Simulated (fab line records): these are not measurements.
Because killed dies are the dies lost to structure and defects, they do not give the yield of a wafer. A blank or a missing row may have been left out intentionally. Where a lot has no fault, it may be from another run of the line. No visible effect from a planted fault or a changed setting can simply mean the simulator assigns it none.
One fault through the eyes of 2 desks -- flow n5_finfet -- what lay behind the numbers comes last; until then each desk has only its own

## AT THE METROLOGY DESK
What the gauges read for every lot (on any tool): the sampled wafers with a number, averaged. The brackets show how far a lot's mean lies from the usual mean; more than 4 standard deviations puts the lot out of limits, marked OUT. Shown here are 7 of its 10 readings, the ones lying furthest out on some lot.
Columns: A = DIBL_N at N5_BEOL_M4_RC_MEAS_101, usual 36.5 mV/V; B = DIBL_P at N5_BEOL_M4_RC_MEAS_101, usual 36.5 mV/V; C = IOFF_P at N5_BEOL_M4_RC_MEAS_101, usual 0.21 nA/um; D = ION_N at N5_BEOL_M4_RC_MEAS_101, usual 672 uA/um; E = SS_N at N5_BEOL_M4_RC_MEAS_101, usual 71.6 mV/dec; F = VT_N at N5_BEOL_M4_RC_MEAS_101, usual 250 mV; G = VT_P at N5_BEOL_M4_RC_MEAS_101, usual -250.5 mV
lot,first seen here,A,B,C,D,E,F,G
L520,day 11 17:09,38.0,36.8,0.26,691,72.4,246,-247.9
L524,day 11 23:10,38.1,36.4,0.22,664,71.9,252,-249.8
L523,day 11 23:26,34.5,36.2,0.17,666,71.2,251,-254.4
L526,day 12 10:08,36.3,35.0,0.22,666,71.4,253,-248.2
L525,day 12 16:10,35.2,33.5,0.17,669,71.3,250,-254.1
Finding of this desk: none of the 5 lots has anything out of limits.

## TOOL OWNER'S DESK, rie_si-03
The tool's own readings at N5_FIN_SAQP_MANDREL_ETCH_22 (etches a-Si in HBr/Cl2, stops on SiNx, target depth 60 nm, bt time 10 s, time 30 s): means of the sampled wafers that have a number, for each lot that ran on this tool. The brackets show how far a lot's mean lies from the usual mean; more than 4 standard deviations puts the lot out of limits, marked OUT.
Columns: A = chamber_pressure_mTorr at N5_FIN_SAQP_MANDREL_ETCH_22, usual 10.001 mTorr; B = drypump_motor_current_A at N5_FIN_SAQP_MANDREL_ETCH_22, usual 5.6 A; C = oes_product_au at N5_FIN_SAQP_MANDREL_ETCH_22, usual 0.769 a.u.; D = throttle_valve_pct at N5_FIN_SAQP_MANDREL_ETCH_22, usual 35.5 %
lot,first seen here,A,B,C,D
L520,day 4 23:17,10.008,5.8,0.775,35.7
L523,day 5 17:24,10.008,6.0,0.782,35.9
L525,day 6 04:37,10.004,5.8,0.778,35.7
L526,day 6 09:59,10.009,5.8,0.754,35.7
Finding of this desk: none of the 4 lots has anything out of limits.

## ALL TOGETHER
At the metrology desk, nothing out of limits was observed.
The tool owner's desk saw nothing out of limits.

## WHAT THE SIMULATOR HAD INSERTED
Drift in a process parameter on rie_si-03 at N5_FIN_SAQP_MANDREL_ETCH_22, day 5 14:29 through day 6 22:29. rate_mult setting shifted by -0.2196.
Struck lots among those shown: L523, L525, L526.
